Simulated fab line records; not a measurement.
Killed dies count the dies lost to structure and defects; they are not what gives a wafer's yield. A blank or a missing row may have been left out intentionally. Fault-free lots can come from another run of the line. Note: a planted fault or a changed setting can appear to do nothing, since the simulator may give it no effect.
Matching of chambers    flow n5_finfet    4 sister chambers for N5_BEOL_M8_STRIP_19 on rie_diel-04
The step strips in O2. 18 wafers are shown with their chamber, then 9 later ones without.

## WAFERS, EACH WITH ITS CHAMBER
wafer   chamber  showerhead_plenum_p_Torr (Torr)  drypump_motor_current_A (A)  throttle_valve_pct (%)
L074.1  1        2.23                             5.1                          16.34
L074.4  0        2.04                             5.3                          16.53
L074.6  0        2.04                             5.3                          16.51
L081.1  3        2.22                             6.1                          16.56
L081.4  1        2.22                             5.0                          16.37
L081.5  3        2.22                             6.0                          16.57
L083.1  1        2.22                             5.0                          16.41
L083.4  0        2.03                             5.3                          16.57
L083.6  0        2.03                             5.4                          16.57
L084.2  0        2.03                             5.4                          16.60
L084.3  2        2.11                             6.1                          16.58
L084.5  2        2.11                             6.1                          16.58
L086.1  0        2.03                             5.3                          16.58
L086.4  3        2.22                             6.1                          16.62
L086.5  2        2.11                             6.1                          16.57
L085.3  2        2.11                             6.1                          16.59
L085.4  0        2.03                             5.3                          16.56
L085.5  3        2.22                             6.0                          16.61

SIGNATURES (means of the wafers above)
reading                   chamber 0  chamber 1  chamber 2  chamber 3  scatter within a chamber
showerhead_plenum_p_Torr  2.0329     2.2233     2.1100     2.2200     0.00387
drypump_motor_current_A   5.329      5.033      6.100      6.050      0.047
throttle_valve_pct        16.5600    16.3733    16.5800    16.5900    0.0279
Rule: for a wafer and a chamber, the distance is found by dividing, reading by reading, the gap between the wafer's reading and the chamber's mean by the reading's scatter, squaring, summing and taking the root. The wafer belongs to the nearest chamber; if the next one is less than 2 further off, it can't be placed. The scatter: take each reading less its chamber's mean, square it, sum over the shown wafers, divide by the number of wafers less the number of chambers, and take the root.

## WAFERS WITHOUT THEIR CHAMBER
wafer   showerhead_plenum_p_Torr (Torr)  drypump_motor_current_A (A)  throttle_valve_pct (%)
L089.3  2.21                             6.0                          16.60
L089.4  2.22                             6.0                          16.63
L089.6  2.11                             6.1                          16.59
L091.2  2.21                             6.1                          16.63
L091.3  2.10                             6.1                          16.59
L091.4  2.22                             5.0                          16.40
L090.1  2.03                             5.3                          16.63
L090.5  2.22                             5.0                          16.39
L090.6  2.03                             5.3                          16.61

## THE CHAMBER EACH PASSED THROUGH
wafer   from the rows above  in truth
L089.3  3                    3
L089.4  3                    3
L089.6  2                    2
L091.2  3                    3
L091.3  2                    2
L091.4  1                    1
L090.1  0                    0
L090.5  1                    1
L090.6  0                    0
Placed correctly: 9 of 9. Number that these rows cannot place: 0. Number placed wrongly: 0.
